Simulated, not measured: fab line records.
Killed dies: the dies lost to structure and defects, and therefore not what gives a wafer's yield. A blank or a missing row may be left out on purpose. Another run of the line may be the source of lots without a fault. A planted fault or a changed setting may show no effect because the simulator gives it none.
fab line records ; flow nandHarc
record lots=10; wafers=30; lastDay=34
route steps=1302 shown A_STAIRCASE@734 END@1302
lots untouched by any fault: they come from a run of this same line in which no faults occurred
startH: hours from the record's opening day to when the first of the lot's shown wafers began ; waitH: time in hours since the lot's previous step ; " unchanged from the row above ; L1.1+2: one row covering several wafers at once ; - no value, or no start was given ; * or withheld: withheld ; < > ~ a bound
route shown NAME@n: names a module that has steps shown in the file, with the first one's number in the route ; usual: mean and standard deviation over wafers with no fault ; same: alike in all rows ; chamber/n: place in a boat ; sites: readings site by site ; _std_site: how widely they spread, as a standard deviation ; _edge_site: outer sites' mean less inner sites' ; radiusMm: for every site, how far away it sits from the centre of the wafer ; mask NAME#n: copy n ; behind: the last tool/chamber to shape the wafer ; hold: the reason the lot was held/the length of the hold in hours/how it ended ; device: the transistor (n, p or np) that didn't switch ; end of line: tests of these same wafers at the route's end ; where a step has no rows: the recipe by itself ; killed: the dies lost at the first sort to structure and to defects; this is not the yield of the wafer ; map: a wafer's dies, marking killed ones x, the rest . and places with no die _
set.NAME: the setting the step ran with; set.NAME@STEP: the setting that earlier step ran with ; model.NAME: the simulator's own value behind a step, which no gauge read
the route's steps for a sample of lots (tables are steps, rows are wafers)
services: when a tool's chamber went out of use (startH, in hours from the record's first day, below 0 if earlier), for how many hours, and the reason
## steps
# step NHARC_A_STAIRCASE_TRIM_220
# recipe timeS=211.2; o2FlowSccm=500; arFlowSccm=0; biasW=0; chemistry=O2
# usual chamberPressureMTorr=60.00/0.053; drypumpMotorCurrentA=5.6/0.32; o2FlowSccm=499.7/1.4; oesProductAu=1.002/0.0079; rfVppV=57.8/0.92; runLengthS=232.7/0.48; showerheadPlenumPTorr=3.53/0.15; throttleValvePct=17.037/0.01
# same timeS=211.2
lot.wafer;tool;chamber;startH;waitH;chamberPressureMTorr;drypumpMotorCurrentA;o2FlowSccm;oesProductAu;rfHoursCounterH;rfVppV;runLengthS;showerheadPlenumPTorr;throttleValvePct
L245.3;rieDiel-02;3;358.48;0.1;59.99;5.2;498.6;1.004;48;57.7;232.5;3.61;17.022
L245.2;rieDiel-02;1;358.48;0.1;60.15;5.8;499.8;1.007;41;58.9;232.7;3.76;17.047
L245.5;rieDiel-02;2;358.48;0.1;59.98;6.0;500.4;1.010;-;57.7;232.8;3.43;17.031
L246.4;rieDiel-04;0;377.95;0.1;60.02;5.6;501.4;0.999;4;59.5;232.3;3.66;17.035
L246.2;rieDiel-04;1;377.95;0.1;59.92;5.7;499.5;0.992;3;59.0;232.4;3.63;17.035
L246.1;rieDiel-04;2;377.95;0.1;60.05;6.0;499.2;0.987;4;57.8;232.6;3.61;17.031
L250.3;rieDiel-04;2;405.61;0.1;60.03;6.0;497.3;0.996;14;58.2;232.5;3.60;17.039
L250.1;rieDiel-04;0;405.61;0.1;59.98;5.6;500.2;1.010;12;57.2;233.0;3.65;17.036
L250.5;rieDiel-04;3;405.61;0.1;60.03;5.0;500.2;0.997;-;57.3;233.0;3.47;17.040
L258.2;rieDiel-11;1;484.67;0.1;59.93;5.7;500.1;1.010;13;57.7;232.1;3.40;17.014
L258.1;rieDiel-11;2;484.67;0.1;60.01;5.8;500.2;1.004;11;57.0;233.3;3.80;17.030
L258.5;rieDiel-11;2;484.67;0.1;59.99;5.8;499.8;0.999;-;57.6;233.7;3.80;17.016
L260.1;rieDiel-04;2;505.57;0.1;59.97;6.0;497.2;0.999;50;57.9;232.5;3.58;17.050
L260.3;rieDiel-04;0;505.57;0.1;60.03;5.6;500.7;1.005;46;59.8;232.1;3.63;17.036
L260.4;rieDiel-04;1;505.57;0.1;59.93;5.7;501.0;0.991;48;58.2;232.2;3.61;17.037
L264.1;rieDiel-11;3;549.10;0.1;60.01;5.7;502.6;1.013;37;57.9;233.1;3.63;17.053
L264.3;rieDiel-11;0;549.10;0.1;60.06;5.3;500.0;1.009;42;56.6;233.0;3.29;17.028
L264.5;rieDiel-11;3;549.10;0.1;59.97;5.7;499.8;1.015;-;57.2;232.9;3.63;17.024
L266.2;rieDiel-02;2;559.90;0.1;59.93;6.0;500.4;0.991;55;57.9;233.0;3.40;17.045
L266.3;rieDiel-02;0;559.90;0.1;60.04;5.6;498.7;1.000;45;56.4;232.6;3.29;17.044
L266.1;rieDiel-02;1;559.90;0.1;60.07;5.8;500.4;0.985;52;57.1;232.5;3.72;17.043
L265.2;rieDiel-04;3;580.48;0.1;59.98;5.0;501.4;1.002;11;56.6;232.9;3.43;17.017
L265.5;rieDiel-04;2;580.48;0.1;59.97;6.0;498.3;1.005;-;57.4;232.6;3.57;17.045
L265.6;rieDiel-04;3;580.48;0.1;59.88;5.0;497.5;0.998;-;59.3;233.2;3.44;17.028
L267.2;rieDiel-11;0;594.87;0.1;60.01;5.3;499.9;1.002;59;56.9;232.5;3.28;17.054
L267.6;rieDiel-11;0;594.87;0.1;60.05;5.3;499.9;1.003;-;55.0;232.6;3.28;17.037
L267.5;rieDiel-11;2;594.87;0.1;60.01;5.8;499.7;1.008;-;57.7;233.3;3.78;17.045
L268.3;rieDiel-02;3;598.80;0.1;59.92;5.2;502.2;0.998;7;57.8;232.5;3.57;17.035
L268.2;rieDiel-02;0;598.80;0.1;59.96;5.6;500.0;1.004;7;56.6;232.7;3.28;17.037
L268.6;rieDiel-02;2;598.80;0.1;60.13;6.0;499.6;0.998;-;57.1;232.8;3.39;17.037
# step NHARC_A_STAIRCASE_TRIM_222
# recipe timeS=211.2; o2FlowSccm=500; arFlowSccm=0; biasW=0; chemistry=O2
# usual chamberPressureMTorr=60.00/0.051; drypumpMotorCurrentA=5.6/0.3; o2FlowSccm=500.2/1.6; oesProductAu=1.001/0.0067; rfVppV=57.7/0.82; runLengthS=232.7/0.46; showerheadPlenumPTorr=3.52/0.16; throttleValvePct=17.037/0.0092
# same timeS=211.2
lot.wafer;tool;chamber;startH;waitH;chamberPressureMTorr;drypumpMotorCurrentA;o2FlowSccm;oesProductAu;rfHoursCounterH;rfVppV;runLengthS;showerheadPlenumPTorr;throttleValvePct
L245.3;rieDiel-02;1;-;-;60.04;5.8;504.7;1.006;42;57.4;232.2;3.76;17.050
L245.2;rieDiel-02;3;-;-;59.96;5.2;501.3;0.988;50;57.5;232.3;3.61;17.041
L245.5;rieDiel-02;0;-;-;60.00;5.7;502.2;1.008;-;56.7;232.9;3.32;17.047
L246.2;rieDiel-04;1;-;-;60.01;5.7;499.7;1.011;3;57.2;232.4;3.63;17.032
L246.4;rieDiel-04;2;-;-;60.02;6.0;500.3;0.993;4;58.7;232.3;3.61;17.033
L246.1;rieDiel-04;3;-;-;60.03;5.0;499.4;1.009;4;57.8;232.9;3.47;17.029
L250.1;rieDiel-04;3;-;-;59.92;5.0;498.1;1.011;13;57.6;232.9;3.47;17.040
L250.3;rieDiel-04;0;-;-;60.00;5.6;500.7;1.005;12;58.0;232.0;3.65;17.036
L250.5;rieDiel-04;1;-;-;59.95;5.7;501.5;0.999;-;56.6;232.4;3.63;17.033
L258.1;rieDiel-11;0;-;-;59.96;5.4;496.9;1.000;17;58.3;233.3;3.30;17.041
L258.2;rieDiel-11;1;-;-;60.08;5.8;500.2;0.997;13;58.1;232.4;3.40;17.045
L258.5;rieDiel-11;0;-;-;60.04;5.3;500.7;0.998;-;57.7;232.8;3.30;17.022
L260.3;rieDiel-04;3;-;-;59.98;5.0;500.2;0.999;48;58.0;233.1;3.45;17.045
L260.4;rieDiel-04;0;-;-;59.97;5.6;502.6;0.994;46;57.3;232.5;3.63;17.029
L260.1;rieDiel-04;1;-;-;59.97;5.7;501.3;0.996;48;57.7;232.5;3.61;17.026
L264.1;rieDiel-11;0;-;-;60.02;5.3;500.8;1.002;42;57.0;233.0;3.28;17.053
L264.3;rieDiel-11;1;-;-;59.93;5.7;501.6;1.013;36;57.7;232.2;3.39;17.039
L264.5;rieDiel-11;0;-;-;60.00;5.3;501.6;1.000;-;56.3;232.9;3.28;17.031
L266.3;rieDiel-02;3;-;-;60.03;5.2;500.5;0.989;45;56.4;231.9;3.58;17.050
L266.1;rieDiel-02;0;-;-;59.95;5.7;499.3;1.002;46;56.7;232.7;3.29;17.038
L266.2;rieDiel-02;1;-;-;59.98;5.8;500.6;0.982;52;58.3;232.1;3.72;17.028
L265.2;rieDiel-04;3;-;-;59.94;5.0;498.6;1.005;11;57.7;232.9;3.43;17.035
L265.6;rieDiel-04;0;-;-;60.00;5.6;502.9;1.013;-;56.9;232.7;3.62;17.053
L265.5;rieDiel-04;1;-;-;59.88;5.7;500.1;1.001;-;58.2;232.5;3.59;17.028
L267.2;rieDiel-11;3;-;-;60.00;5.7;499.7;1.012;50;59.0;232.9;3.62;17.049
L267.6;rieDiel-11;2;-;-;59.99;5.8;500.3;0.999;-;59.0;233.5;3.78;17.040
L267.5;rieDiel-11;3;-;-;60.02;5.7;500.8;1.002;-;58.7;233.5;3.62;17.040
L268.3;rieDiel-02;0;-;-;60.02;5.6;501.9;0.998;7;56.0;232.7;3.28;17.044
L268.2;rieDiel-02;3;-;-;59.92;5.2;499.1;1.001;7;57.2;232.1;3.57;17.032
L268.6;rieDiel-02;1;-;-;60.02;5.8;501.6;1.002;-;57.5;232.1;3.71;17.052
# step NHARC_A_STAIRCASE_TRIM_229
# recipe timeS=211.2; o2FlowSccm=500; arFlowSccm=0; biasW=0; chemistry=O2
# usual chamberPressureMTorr=60.00/0.06; drypumpMotorCurrentA=5.6/0.32; o2FlowSccm=500.1/1.5; oesProductAu=1.002/0.0079; rfVppV=57.8/0.88; runLengthS=232.7/0.48; showerheadPlenumPTorr=3.53/0.14; throttleValvePct=17.037/0.01
# same timeS=211.2
lot.wafer;tool;chamber;startH;waitH;chamberPressureMTorr;drypumpMotorCurrentA;o2FlowSccm;oesProductAu;rfHoursCounterH;rfVppV;runLengthS;showerheadPlenumPTorr;throttleValvePct
L245.2;rieDiel-11;0;360.59;0.1;60.01;5.3;500.2;0.998;25;56.9;232.8;3.32;17.027
L245.3;rieDiel-11;1;360.59;0.1;60.02;5.8;496.4;1.011;26;57.9;232.1;3.42;17.027
L245.5;rieDiel-11;3;360.59;0.1;59.97;5.7;499.3;0.998;-;58.3;233.2;3.67;17.042
L246.1;rieDiel-04;1;378.98;0.1;60.08;5.7;501.6;0.998;3;57.2;232.4;3.63;17.028
L246.2;rieDiel-04;2;378.98;0.1;60.05;6.0;499.9;0.995;4;57.9;233.0;3.61;17.028
L246.4;rieDiel-04;3;378.98;0.1;59.99;5.0;500.1;1.003;5;59.1;233.0;3.47;17.029
L250.3;rieDiel-04;3;406.64;0.1;59.95;5.0;500.1;1.010;13;58.5;233.1;3.47;17.068
L250.1;rieDiel-04;1;406.64;0.1;59.88;5.7;499.3;1.003;13;59.7;232.3;3.63;17.022
L250.5;rieDiel-04;3;406.64;0.1;60.05;5.0;500.3;1.019;-;59.1;233.1;3.47;17.046
L258.1;rieDiel-04;2;485.69;0.1;59.90;6.0;499.1;0.991;42;58.0;232.4;3.58;17.028
L258.2;rieDiel-04;1;485.69;0.1;60.05;5.7;501.7;0.992;43;58.9;232.1;3.61;17.030
L258.5;rieDiel-04;2;485.69;0.1;60.07;6.0;497.5;0.997;-;56.8;232.7;3.58;17.056
L260.1;rieDiel-04;3;506.61;0.1;59.94;5.0;497.1;1.007;48;57.5;233.1;3.45;17.042
L260.4;rieDiel-04;0;506.61;0.1;60.04;5.6;499.8;1.007;46;57.7;232.1;3.63;17.038
L260.3;rieDiel-04;1;506.61;0.1;60.06;5.7;500.1;0.995;49;57.3;232.6;3.61;17.023
L264.3;rieDiel-11;3;550.34;0.1;59.96;5.7;498.5;1.006;38;57.5;233.0;3.63;17.060
L264.1;rieDiel-11;0;550.34;0.1;59.99;5.4;503.5;0.998;43;56.6;232.6;3.28;17.042
L264.5;rieDiel-11;2;550.34;0.1;59.96;5.8;499.0;0.998;-;57.7;233.6;3.79;17.048
L266.3;rieDiel-02;1;560.93;0.1;59.95;5.8;500.4;0.995;52;59.3;231.9;3.72;17.026
L266.1;rieDiel-02;2;560.93;0.1;60.01;6.0;498.5;0.997;55;57.2;233.2;3.40;17.027
L266.2;rieDiel-02;0;560.93;0.1;60.10;5.7;500.5;1.006;46;56.8;232.6;3.29;17.033
L265.2;rieDiel-04;1;581.53;0.1;59.96;5.7;498.7;0.999;13;57.6;232.3;3.59;17.039
L265.6;rieDiel-04;3;581.53;0.1;59.97;5.0;499.2;0.992;-;57.3;233.4;3.43;17.037
L265.5;rieDiel-04;0;581.53;0.1;60.10;5.6;501.5;1.014;-;58.4;232.7;3.62;17.031
L267.2;rieDiel-04;3;596.18;0.1;60.02;5.0;499.5;1.018;18;58.9;233.1;3.43;17.045
L267.5;rieDiel-04;0;596.18;0.1;59.99;5.6;501.0;1.015;-;57.7;232.7;3.61;17.032
L267.6;rieDiel-04;1;596.18;0.1;59.98;5.7;501.9;0.992;-;57.4;232.3;3.59;17.029
L268.3;rieDiel-02;1;599.81;0.1;59.95;5.8;499.3;1.007;7;58.1;232.2;3.72;17.053
L268.2;rieDiel-02;0;599.81;0.1;60.01;5.6;498.3;1.006;7;57.8;232.7;3.28;17.035
L268.6;rieDiel-02;1;599.81;0.1;59.98;5.8;496.6;1.003;-;58.5;232.0;3.72;17.036
# step NHARC_A_STAIRCASE_TRIM_231
# recipe timeS=211.2; o2FlowSccm=500; arFlowSccm=0; biasW=0; chemistry=O2
# usual chamberPressureMTorr=59.99/0.058; drypumpMotorCurrentA=5.6/0.32; o2FlowSccm=500.0/1.6; oesProductAu=1.002/0.0081; rfVppV=57.8/0.93; runLengthS=232.7/0.45; showerheadPlenumPTorr=3.53/0.14; throttleValvePct=17.037/0.0085
lot.wafer;tool;chamber;startH;waitH;chamberPressureMTorr;drypumpMotorCurrentA;o2FlowSccm;oesProductAu;rfHoursCounterH;rfVppV;runLengthS;showerheadPlenumPTorr;throttleValvePct
L245.3;rieDiel-11;2;360.81;-;59.99;5.8;497.4;1.016;27;56.8;233.2;3.28;17.047
L245.2;rieDiel-11;1;360.81;-;59.99;5.7;499.0;1.023;26;57.4;232.3;3.42;17.032
L245.5;rieDiel-11;2;360.81;-;59.98;5.8;498.0;1.009;-;56.5;233.3;3.28;17.043
L246.1;rieDiel-04;2;379.23;-;59.96;6.0;501.1;0.999;4;58.5;232.8;3.61;17.056
L246.4;rieDiel-04;3;379.23;-;60.02;5.0;499.9;0.999;5;57.8;233.1;3.47;17.031
L246.2;rieDiel-04;0;379.23;-;59.95;5.6;498.6;1.008;4;60.6;232.3;3.66;17.042
L250.3;rieDiel-04;3;406.94;-;59.98;5.0;500.0;1.007;14;57.7;232.9;3.47;17.049
L250.1;rieDiel-04;0;406.94;-;60.05;5.6;501.0;1.009;12;59.2;232.2;3.65;17.047
L250.5;rieDiel-04;2;406.94;-;59.92;6.0;499.9;0.994;-;58.3;232.9;3.60;17.046
L258.2;rieDiel-04;1;485.98;-;60.02;5.7;500.9;0.999;43;59.0;245.3;3.61;17.026
L258.1;rieDiel-04;3;485.98;-;60.03;5.0;499.2;0.995;40;57.4;246.1;3.45;17.045
L258.5;rieDiel-04;1;485.98;-;59.88;5.7;503.4;0.992;-;59.2;245.4;3.61;17.037
L260.1;rieDiel-04;2;506.86;-;60.04;6.0;498.2;0.999;50;58.7;246.1;3.58;17.028
L260.3;rieDiel-04;0;506.86;-;60.02;5.6;501.6;0.997;47;57.8;245.2;3.63;17.048
L260.4;rieDiel-04;1;506.86;-;59.95;5.7;499.2;1.003;49;58.5;245.6;3.61;17.047
L264.3;rieDiel-11;3;550.61;-;60.02;5.7;498.5;1.010;38;58.6;233.2;3.63;17.028
L264.1;rieDiel-11;1;550.61;-;60.07;5.7;499.1;1.025;36;56.5;232.5;3.39;17.060
L264.5;rieDiel-11;3;550.61;-;59.99;5.7;497.2;1.013;-;59.5;233.7;3.63;17.049
L266.3;rieDiel-02;2;561.22;-;60.01;6.0;501.0;0.990;55;56.5;233.2;3.40;17.033
L266.2;rieDiel-02;3;561.22;-;59.97;5.3;501.7;0.994;45;59.2;231.9;3.58;17.042
L266.1;rieDiel-02;0;561.22;-;60.00;5.6;498.7;1.012;46;58.8;232.9;3.29;17.037
L265.2;rieDiel-04;0;581.77;-;60.00;5.7;500.4;1.009;13;58.4;232.0;3.62;17.027
L265.6;rieDiel-04;3;581.77;-;60.00;5.0;498.8;1.004;-;56.7;233.4;3.43;17.029
L265.5;rieDiel-04;0;581.77;-;59.95;5.7;500.3;1.003;-;57.6;232.2;3.62;17.037
L267.2;rieDiel-04;3;596.39;-;59.91;5.0;498.2;1.001;18;56.9;233.0;3.43;17.041
L267.5;rieDiel-04;3;596.39;-;59.97;5.0;499.8;1.012;-;56.1;233.2;3.43;17.042
L267.6;rieDiel-04;0;596.39;-;60.02;5.6;500.1;1.015;-;57.0;232.3;3.61;17.024
L268.2;rieDiel-02;2;600.10;-;59.99;6.0;498.8;0.998;4;58.8;233.0;3.39;17.043
L268.3;rieDiel-02;0;600.10;-;60.03;5.6;501.7;0.998;7;57.5;232.6;3.28;17.041
L268.6;rieDiel-02;2;600.10;-;59.99;6.0;502.4;0.997;-;56.4;233.3;3.39;17.044
# step NHARC_END_SORT_01
# recipe tempC=25
# usual killedAtArray=62/16; killedAtOther=0.8/1.1; killedAtPeriphery=4/3.2; killedDies=67/16; killedOpen=3.5/1.9; killedShort=2.1/1.5
# same grossDies=677
lot.wafer;tool;chamber;startH;waitH;killedAtArray;killedAtOther;killedAtPeriphery;killedDies;killedOpen;killedShort
L258.2;prober-02;0;683.19;2.8;58;0;1;59;4;1
L258.5;prober-02;0;685.56;3.7;46;0;6;52;2;0
# killed by level:class
L258.2 A_CHANNEL_HOLE_D1:chamberFilmFlake=39 A_CONTACT:chamberFilmFlake=7 A_SLIT:chamberFilmFlake=5 A_CHANNEL_FILL_D1:geometricParticle:open=3 A_CHANNEL_HOLE_D2:geometricParticle:short=1 A_BLC:geometricParticle:open=1 P_GATE:chamberFilmFlake=1 A_SGD_CUT:chamberFilmFlake=1
L258.5 A_CHANNEL_HOLE_D1:chamberFilmFlake=33 A_CONTACT:chamberFilmFlake=5 A_SLIT:chamberFilmFlake=3 P_GATE:chamberFilmFlake=2 P_M2:chamberFilmFlake=2 A_STAIRCASE:chamberFilmFlake=2 P_GATE:geometricParticle:open=1 A_CHANNEL_FILL_D1:geometricParticle:open=1
## services
tool;chamber;startH;hours;kind
rieDiel-04;0;334.64;-;clean
rieDiel-04;1;334.64;-;clean
rieDiel-04;2;334.64;-;clean
rieDiel-04;3;334.64;-;clean
rieDiel-02;2;337.12;14.5;repair
rieDiel-02;1;345.74;9.2;repair
rieDiel-04;-;354.90;9.0;pm
rieDiel-04;0;354.90;9.0;ventCycle
rieDiel-04;1;354.90;9.0;ventCycle
rieDiel-04;2;354.90;9.0;ventCycle
rieDiel-04;3;354.90;9.0;ventCycle
rieDiel-04;0;363.90;-;clean
rieDiel-04;0;363.90;-;consumableReplace:focusRing
rieDiel-02;-;393.85;9.0;pm
rieDiel-11;-;435.05;9.0;pm
rieDiel-11;3;472.03;2.5;repair
rieDiel-11;2;475.80;1.7;repair
rieDiel-11;1;479.93;1.9;repair
rieDiel-11;2;499.34;4.3;repair
rieDiel-02;0;528.43;4.4;repair
rieDiel-04;-;531.90;9.0;pm
rieDiel-02;0;548.83;3.4;repair
rieDiel-02;-;573.09;9.0;pm
rieDiel-11;1;593.13;14.8;repair
## key
firstSign step=NHARC_A_STAIRCASE_TRIM_231; reading=runLengthS; direction=up; sigmas=29; usual=*; struck=*
effect none on later readings
metAt NHARC_A_STAIRCASE_TRIM_231
struckLots L258,L260
testerLeftOut L258,L260
notActingAt NHARC_A_STAIRCASE_TRIM_220,NHARC_A_STAIRCASE_TRIM_222,NHARC_A_STAIRCASE_TRIM_229
onsetBetween 406.94 485.98
fault kind=processParameterDrift; tool=rieDiel-04; chamber=-; onsetH=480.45; steps=NHARC_A_STAIRCASE_TRIM_231; channel=timeS; offset=*; shape=step; endH=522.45; actsIn=*; stated=*
# testerLeftOut: of these lots the tester's yield and bins aren't shown, on N5 and GAA mostly nor the transistor test; their killed dies are dies lost to structure and defects alone, not to doping, threshold or leakage, so they don't give the yield
